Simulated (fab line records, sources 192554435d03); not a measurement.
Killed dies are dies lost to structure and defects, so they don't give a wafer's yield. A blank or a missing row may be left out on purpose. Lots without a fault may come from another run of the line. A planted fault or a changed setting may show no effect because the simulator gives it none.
Which tool did it? | flow n5_finfet | 7 lots, 19 wafers sampled, at 3 steps of a route of 1938

WHAT THE GAUGES READ, wafer by wafer
N5_BEOL_M6_OCD_MEAS_38.
lot  | measured     | on     | trench_depth_nm (nm)
L727 | day 8 16:44  | ocd-02 | 94.6 95.0 93.4
L733 | day 10 04:39 | ocd-02 | 109.1 108.9
L738 | day 11 17:38 | ocd-02 | 107.9 95.6
L740 | day 11 18:14 | ocd-02 | 93.2 94.0 94.1
L745 | day 13 06:10 | ocd-01 | 95.8 95.8 95.6
L747 | day 14 01:52 | ocd-02 | 93.2 93.1 93.8
L749 | day 14 15:50 | ocd-02 | 93.1 93.2 93.1

WHICH TOOL RAN EACH LOT (tool, then ch and the chambers of the sampled wafers, then the start)
lot  | N5_BEOL_M6_STRIP_36                | N5_BEOL_M6_TRENCH_ETCH_37
L727 | rie_diel-01 ch 1,2, day 8 16:32    | rie_diel-01 ch 1,2, day 8 16:35
L733 | rie_diel-01 ch 1, day 10 04:27     | rie_diel-01 ch 1, day 10 04:29
L738 | rie_diel-01 ch 1,3, day 11 17:25   | rie_diel-01 ch 1,3, day 11 17:28
L740 | rie_diel-03 ch 0,2,3, day 11 18:03 | rie_diel-03 ch 0,2,3, day 11 18:05
L745 | rie_diel-04 ch 0,3, day 13 05:58   | rie_diel-04 ch 0,3, day 13 06:01
L747 | rie_diel-01 ch 0,1, day 14 01:41   | rie_diel-01 ch 0,1, day 14 01:43
L749 | rie_diel-01 ch 0,2, day 14 15:38   | rie_diel-01 ch 0,2, day 14 15:40
- N5_BEOL_M6_STRIP_36: strips in N2/H2.
- N5_BEOL_M6_TRENCH_ETCH_37: etches SiCOH lowk in C4F6/O2, target depth 94.435 nm, time 31.5 s.

THE ANSWER, worked out from the rows above alone
Rule: what is usual is taken from the lots themselves. Put in order of their means at a reading, lots are off if they are a third of the lots or fewer, leave a main group of 4 or more, and stand apart from it by a gap of 3 or more times the standard deviation of the main group's means; of several such gaps the widest counts. A main group whose means are all the same, to the digits that the tables above print for the reading, isn't used. A lot without any number at a reading at which 4 lots or more have one is off too. The other lots that the step has rows for count as sound.
Off: L733, L738, at N5_BEOL_M6_OCD_MEAS_38 (trench_depth_nm). The main group: mean 94.1 nm, standard deviation 0.93.
A tool fits if, at a process step before that reading, it ran every lot that is off, and no sound lot after the first of them. The gauges at N5_BEOL_M6_OCD_MEAS_38 are tried like those tools. None of those tried fits.

WHAT THE SIMULATOR HAD PUT IN
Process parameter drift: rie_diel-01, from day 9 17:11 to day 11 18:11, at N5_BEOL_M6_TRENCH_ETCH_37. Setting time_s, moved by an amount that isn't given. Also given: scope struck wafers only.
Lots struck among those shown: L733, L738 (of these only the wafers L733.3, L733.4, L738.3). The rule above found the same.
